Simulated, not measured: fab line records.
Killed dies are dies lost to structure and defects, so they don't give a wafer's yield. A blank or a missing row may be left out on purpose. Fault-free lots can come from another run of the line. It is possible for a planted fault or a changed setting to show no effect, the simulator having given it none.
Chamber matching / flow nand-harc / 3 sister chambers for NHARC_P_M1_PRE_CLEAN_32 on pecvd-04
The step time 12 s. 6 wafers are shown with their chamber, then 8 later ones without.

== EACH WAFER AND ITS CHAMBER ==
wafer=L083.6; chamber=0; heater-power-outer-w (W)=320; heater-power-w (W)=608
wafer=L084.4; chamber=2; heater-power-outer-w (W)=358; heater-power-w (W)=603
wafer=L085.4; chamber=0; heater-power-outer-w (W)=265; heater-power-w (W)=528
wafer=L085.5; chamber=2; heater-power-outer-w (W)=312; heater-power-w (W)=545
wafer=L085.6; chamber=1; heater-power-outer-w (W)=390; heater-power-w (W)=659
wafer=L087.2; chamber=1; heater-power-outer-w (W)=417; heater-power-w (W)=672

== WAFERS WITHOUT THEIR CHAMBER ==
wafer=L087.5; heater-power-outer-w (W)=414; heater-power-w (W)=680
wafer=L087.6; heater-power-outer-w (W)=372; heater-power-w (W)=636
wafer=L093.3; heater-power-outer-w (W)=370; heater-power-w (W)=641
wafer=L093.4; heater-power-outer-w (W)=364; heater-power-w (W)=651
wafer=L093.5; heater-power-outer-w (W)=350; heater-power-w (W)=599
wafer=L097.3; heater-power-outer-w (W)=297; heater-power-w (W)=560
wafer=L097.4; heater-power-outer-w (W)=363; heater-power-w (W)=617
wafer=L097.6; heater-power-outer-w (W)=434; heater-power-w (W)=696

== EACH ONE'S CHAMBER ==
wafer=L087.5; from the rows above=1; in truth=1
wafer=L087.6; from the rows above=can't be placed: 1 or 2 or 0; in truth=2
wafer=L093.3; from the rows above=can't be placed: 1 or 2 or 0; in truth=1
wafer=L093.4; from the rows above=can't be placed: 1 or 2 or 0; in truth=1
wafer=L093.5; from the rows above=can't be placed: 2 or 0 or 1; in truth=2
wafer=L097.3; from the rows above=can't be placed: 0 or 2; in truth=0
wafer=L097.4; from the rows above=can't be placed: 2 or 1 or 0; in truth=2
wafer=L097.6; from the rows above=1; in truth=1
2 of 8 placed correctly. Can't be placed from these rows: 6 (the true chamber is among the candidates in 6). Placed wrongly: 0.
How it was worked out, from the rows above alone: a wafer's distance from a chamber is the root of the sum, over the readings, of the square of ((its reading less the chamber's mean) divided by the reading's scatter). The wafer belongs to the nearest chamber; if the next one is less than 2 further off, it can't be placed. The mean given for a chamber averages the wafers shown for that chamber. The scatter: take each reading less its chamber's mean, square it, sum over the shown wafers, divide by the number of wafers less the number of chambers, and take the root.
